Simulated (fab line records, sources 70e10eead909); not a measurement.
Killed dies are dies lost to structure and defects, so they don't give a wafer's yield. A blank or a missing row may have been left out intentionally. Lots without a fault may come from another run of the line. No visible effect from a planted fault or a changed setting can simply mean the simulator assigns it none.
One fault seen from 2 desks :: flow nand-harc :: each desk holds nothing but its own numbers, with what lay behind them at the end

## THE TOOL OWNER'S DESK: rie-diel-10
The tool's own readings at NHARC_P_BONDPAD_ETCH_24 (etches the open film in CF4/N2, target depth 30 nm, time 72.99 s): means of the sampled wafers that have a number, for each lot that ran on this tool. If a lot's mean is further than 4 standard deviations from the usual mean, the lot is out of limits and carries the mark OUT (the distance appears in the brackets).
Columns: A = drypump-motor-current-A at NHARC_P_BONDPAD_ETCH_24, usual 5.9 A; B = oes-product-au at NHARC_P_BONDPAD_ETCH_24, usual 1.001 a.u.; C = rf-vpp-V at NHARC_P_BONDPAD_ETCH_24, usual 314.8 V; D = showerhead-plenum-p-Torr at NHARC_P_BONDPAD_ETCH_24, usual 2.67 Torr; E = throttle-valve-pct at NHARC_P_BONDPAD_ETCH_24, usual 19.792 %
lot: L790
first seen here: day 8 00:35
A: 5.9
B: 0.995
C: 314.0
D: 2.64
E: 19.784

lot: L791
first seen here: day 8 07:38
A: 6.1
B: 0.993
C: 314.8
D: 2.70
E: 19.799

lot: L794
first seen here: day 9 13:24
A: 6.0
B: 0.991
C: 315.4
D: 2.67
E: 19.792

lot: L801
first seen here: day 12 22:32
A: 5.9
B: 0.993
C: 313.7
D: 2.64
E: 19.791

lot: L802
first seen here: day 13 11:26
A: 5.9
B: 0.997
C: 314.6
D: 2.66
E: 19.792

lot: L803
first seen here: day 13 12:41
A: 6.4
B: 0.992
C: 316.4
D: 2.72
E: 19.793
Finding of this desk: none of the 6 lots has anything out of limits.

## AT THE METROLOGY DESK
What the gauges read, lot by lot, whatever tool the lot ran on: means of the sampled wafers that have a number. If a lot's mean is further than 4 standard deviations from the usual mean, the lot is out of limits and carries the mark OUT (the distance appears in the brackets).
Columns: A = cd-nm at NHARC_P_BONDPAD_CD_MEAS_13, usual 500.8 nm
lot: L788
first seen here: day 7 07:28
A: 497.5

lot: L789
first seen here: day 7 19:37
A: 502.7

lot: L790
first seen here: day 8 00:20
A: 501.4

lot: L791
first seen here: day 8 07:25
A: 499.4

lot: L792
first seen here: day 8 15:11
A: 502.4

lot: L793
first seen here: day 9 03:34
A: 499.9

lot: L794
first seen here: day 9 13:10
A: 503.1

lot: L796
first seen here: day 10 07:52
A: 502.9

lot: L797
first seen here: day 11 07:22
A: 500.9

lot: L800
first seen here: day 12 21:07
A: 503.5

lot: L801
first seen here: day 12 22:18
A: 500.8

lot: L802
first seen here: day 13 11:12
A: 497.3

lot: L803
first seen here: day 13 12:28
A: 502.6
Finding of this desk: none of the 13 lots has anything out of limits.

## ALL TOGETHER
The desk of the tool owner found nothing out of limits.
The metrology desk saw nothing out of limits.

## WHAT THE SIMULATOR PUT IN
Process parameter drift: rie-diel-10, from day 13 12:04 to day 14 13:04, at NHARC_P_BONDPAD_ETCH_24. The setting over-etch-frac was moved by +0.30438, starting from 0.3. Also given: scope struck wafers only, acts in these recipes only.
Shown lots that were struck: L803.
